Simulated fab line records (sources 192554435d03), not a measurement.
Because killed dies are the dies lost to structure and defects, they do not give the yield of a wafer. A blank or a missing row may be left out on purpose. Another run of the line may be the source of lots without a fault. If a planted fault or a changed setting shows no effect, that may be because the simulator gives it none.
A lot that was struck, set against a sound lot    flow n5Finfet    40 steps out of a route of 1938
Sound: these wafers, L906.1, L906.4, L906.5. Wafers L912.2, L912.5, L912.6 were the ones struck. At the end, the cause is stated.
Order at every step that has rows: each side's tool, ch and its chambers, its first start. Under that, the readings that differ: sound wafers    struck wafers    difference of the means    sigmas: that difference in standard deviations of wafers without a fault.
alike: readings with means less than 2 such deviations apart, plus words and numbers identical on both sides. not compared: withheld readings, readings lacking a value on some wafer, bounds such as >300 that could conceal the same value, and numbers that have no deviation in the record and whose values overlap.
A row with sigmas, a row that says differs or no value, or rows on one side alone: a step with any of these is where the two part. Numbers that have no deviation but don't overlap get no sigmas and don't part them. A reading missing from all wafers of one side parts the sides only when that side holds two or more wafers.

first, 11 steps without rows for these wafers: N5_MOL_CONTACT_COAG_DESCUM_13 (chemistry O2, time 7 s); N5_MOL_CONTACT_COAG_ETCH_59 (etches underlayer in N2/H2, target depth 13 nm, time 10.4 s); N5_MOL_CONTACT_COAG_ETCH_105 (etches SiARC in CF4, target depth 15.6 nm, time 26 s); N5_MOL_CONTACT_COAG_ETCH_106 (etches SOC in N2/H2, target depth 80 nm, overetch 16 nm, time 120 s); N5_MOL_CONTACT_COAG_STRIP_107 (strips in N2/H2); N5_MOL_CONTACT_COAG_STRIP_108 (strips in N2/H2); N5_MOL_CONTACT_COAG_CONTACT_ETCH_14 (etches SiO2 in C4F6/O2, target depth 27.5 nm, overetch 8.5 nm, time 20 s); N5_MOL_CONTACT_COAG_STRIP_109 (strips in C4F6/O2); N5_MOL_CONTACT_COAG_ETCH_15 (etches SiNx in CH3F/O2, stops on Si:P, target depth 7 nm); N5_MOL_CONTACT_COAG_ETCH_110 (etches Si in CF4/O2, target depth 2.5 nm, time 8 s); N5_MOL_CONTACT_COAG_STRIP_98 (strips in N2/H2).
N5_MOL_CONTACT_COAG_IMPLANT_129:
  sound on implanter-02 ch 0, day 5 12:19; struck on implanter-02 ch 0, day 6 22:47
reading           sound                      struck                      difference  sigmas
beamOnS (s)       43 45 44                   10 10 10                    -34         -7
doseIonsCm2       6e+14 5.996e+14 6.001e+14  5.91e+13 5.89e+13 5.96e+13  -5.41e+14   -99 or more
faradayCurrentUA  1748 1695 1723             754 760 758                 -965        -4
then, 26 steps without rows for these wafers: N5_MOL_CONTACT_COAG_PRECLEAN_111 (cleans in NF3:NH3, afs cycles 1, time 20 s, sublimation time 60 s); N5_MOL_CONTACT_COAG_TI_SIL_19 (material Ti, target thk 4.2 nm, time 15 s); N5_MOL_CONTACT_COAG_ALD_20 (deposits TiN, target thk 1.5 nm, pulse time 1 s, purge time 3 s); N5_MOL_CONTACT_COAG_SIL_ANNEAL_21 (time 60 s); N5_MOL_CONTACT_COAG_PRE_CLEAN_141 (time 60 s); N5_MOL_CONTACT_COAG_SPUTTER_143 (material Co, target thk 2.5 nm); N5_MOL_CONTACT_COAG_CO_FILL_22 (material Co, precursor CCTBA/H2, target thk 20 nm); N5_MOL_CONTACT_COAG_ANNEAL_113 (time 300 s); N5_MOL_CONTACT_COAG_PRE_CLEAN_142 (time 60 s); N5_MOL_CONTACT_COAG_SPUTTER_130 (material Co, target thk 47.5 nm); N5_MOL_CONTACT_COAG_PRECLEAN_125 (cleans in DIW, time 57.5 s); N5_MOL_CONTACT_COAG_SRD_126 (dry time 32 s); N5_MOL_CONTACT_COAG_CMP_23 (polishes, stops on SiO2, t overpolish 1.5 s, target thk 0 nm); N5_MOL_CONTACT_COAG_WET_ETCH_26 (target Co, target depth 13 nm); N5_MOL_CONTACT_COAG_WET_ETCH_116 (etches the open film in SC1-inhibited, target depth 4.6 nm, rinse time 30 s); N5_MOL_CONTACT_COAG_ALD_27 (deposits SiOC, target thk 17 nm, pulse time 1.5 s, time 2720 s); N5_MOL_CONTACT_COAG_CMP_28 (polishes, stops on SiNx, t overpolish 0.85 s, target thk 14.522 nm); N5_MOL_CONTACT_COAG_ALD_123 (deposits SiNx, target thk 5 nm, pulse time 1 s, purge time 2 s); N5_MOL_CONTACT_COAG_PECVD_31 (deposits SiO2 from TEOS/O2, target thk 46 nm, time 8.9 s); N5_MOL_CONTACT_COAG_COAT_75 (time 60 s, resist thk 60 nm); N5_MOL_CONTACT_COAG_COAT_76 (time 60 s, resist thk 10 nm); N5_MOL_CONTACT_COAG_COAT_77 (time 60 s, resist thk 10 nm); N5_MOL_CONTACT_COAG_COAT_78 (resist thk 40 nm); N5_MOL_CONTACT_COAG_EBR_80; N5_MOL_CONTACT_COAG_SOFTBAKE_79 (time 60 s); N5_MOL_CONTACT_COAG_EXPOSE_81 (exposes mask VG, defocus 0 nm).
-- the record jumps here: 10 days lie between the struck wafers' starts before and after (it left off in module MOL_CONTACT_COAG and takes up again in module BEOL_M4, whose first step shown is number 1111 of the route) --
N5_BEOL_M4_RC_MEAS_101:
  sound on prober-02 ch 0, day 14 20:06; struck on prober-01 ch 0, day 16 22:52
reading              sound              struck             difference  sigmas
RC_DENSE_N (ohm.um)  19.1 19.0 18.7     35.3 34.9 35.5     +16.3       +35
RC_DENSE_P (ohm.um)  23.4 23.7 23.0     44.2 44.0 44.5     +20.9       +34
RC_N (ohm.um)        15.6 15.5 15.1     28.8 28.8 29.0     +13.5       +37
RC_P (ohm.um)        19.3 19.3 18.8     35.8 35.8 36.3     +16.8       +35
REXT_N (ohm.um)      74.7 73.6 74.5     87.8 89.0 88.5     +14.2       +8
REXT_P (ohm.um)      102.1 100.7 100.2  115.8 116.9 116.5  +15.4       +7
  alike: DIBL_N, DIBL_P, IOFF_N, IOFF_P, ION_N, ION_P, SS_N, SS_P, VT_N, VT_P
-- a jump in the record: the struck wafers' starts before and after are 5 days apart (it breaks off in module BEOL_M4 and resumes in module PASSIVATION, where the first step shown is number 1936 of the route) --
N5_PASSIVATION_PROBE_49:
  sound on prober-02 at day 19 08:44; struck on prober-01 at day 22 06:39
reading          sound  struck   difference  sigmas
killed_at_M4_up  31     13 7 15  -19         -4
  alike: defectLimitedYield, killed_at_M0_to_M3, killedAtContacts, killedAtFrontEnd, killedAtOther, killedDies, killedOnRim, killedOpen, killedShort, sort_bin_5_function, sort_bin_6_memory, sort_bin_8_speed, sortNPass, sortYieldPct

WHERE THEY PART
First at N5_MOL_CONTACT_COAG_IMPLANT_129; last, within this record, at N5_PASSIVATION_PROBE_49.

WHY: whatever the simulator had introduced
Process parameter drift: implanter-02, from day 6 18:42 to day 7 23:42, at N5_MOL_CONTACT_COAG_IMPLANT_129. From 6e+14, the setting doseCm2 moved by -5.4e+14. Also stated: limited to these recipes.
